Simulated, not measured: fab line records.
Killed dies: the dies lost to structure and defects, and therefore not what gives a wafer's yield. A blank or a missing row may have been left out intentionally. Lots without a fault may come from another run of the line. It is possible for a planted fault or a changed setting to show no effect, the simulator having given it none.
A struck lot beside a sound one | flow nand harc | 13 out of 1302 route steps
Sound: these wafers, L297.1, L297.4, L297.5. Wafers struck: L305.1, L305.3, L305.4. At the end, the cause is stated.
Per side, at each step with rows, come the tool, then ch with its chambers, and then its first start. Under that, the readings that differ: sound wafers | struck wafers | difference of the means | sigmas: that difference in standard deviations of wafers without a fault.
alike: readings whose means differ by less than 2 such deviations, and words and numbers that are the same on both sides. not compared: withheld readings, readings that some wafer has no value for, bounds like >300 that may hide the same value, and numbers for which the record gives no deviation and whose values overlap.
Wherever a step has rows on one side only, a row that says differs or no value, or a row with sigmas, the two part there. Non-overlapping numbers with no deviation appear without sigmas and do not part them. A reading missing from all wafers of one side parts the sides only when that side holds two or more wafers.

NHARC_A_STAIRCASE_CMP_472: polishes SiO2.
  sound on cmp-02 ch 0,2, day 22 06:32; struck on cmp-01 ch 0,2,3, day 25 03:59
  alike: motor current A, slurry flow ml min
following that, these wafers have no rows for 1 step: NHARC_A_STAIRCASE_SRD_474.
NHARC_A_STAIRCASE_INSPECT_155:
  sound on defect inspect-02 at day 22 06:52; struck on defect inspect-02 at day 25 04:20
  alike: raw defect count
NHARC_A_SGD_CUT_DEP_00: deposits SiNx, target thk 50 nm.
  sound on pecvd-04 ch 0,1,2, day 22 07:00; struck on pecvd-02 ch 0,1, day 25 04:26
  alike: heater power w
then, 7 steps without rows for these wafers: NHARC_A_SGD_CUT_DEHYDRATE_01 (time 120 s); NHARC_A_SGD_CUT_HMDS_02 (time 30 s); NHARC_A_SGD_CUT_COAT_56 (time 75 s); NHARC_A_SGD_CUT_COAT_57 (time 65 s); NHARC_A_SGD_CUT_COAT_03 (resist thk 90 nm); NHARC_A_SGD_CUT_SOFTBAKE_04 (time 55 s); NHARC_A_SGD_CUT_EBR_05.
NHARC_A_SGD_CUT_EXPOSE_06: exposes mask SGD.
  struck on arfi scanner-01, day 25 04:59; sound on arfi scanner-01 ch 0, day 22 07:23
  no value came back on the struck wafers for exposure dose mJ cm2, focus offset nm (nm); on the sound wafers exposure dose mJ cm2 reads 85.36 85.40 85.40
  alike: mask
then, 1 step without rows for these wafers: NHARC_A_SGD_CUT_PEB_07 (peb time 65 s).

== WHERE THEY PART ==
Within this record, at NHARC_A_SGD_CUT_EXPOSE_06 only.

WHY: what had been put in by the simulator
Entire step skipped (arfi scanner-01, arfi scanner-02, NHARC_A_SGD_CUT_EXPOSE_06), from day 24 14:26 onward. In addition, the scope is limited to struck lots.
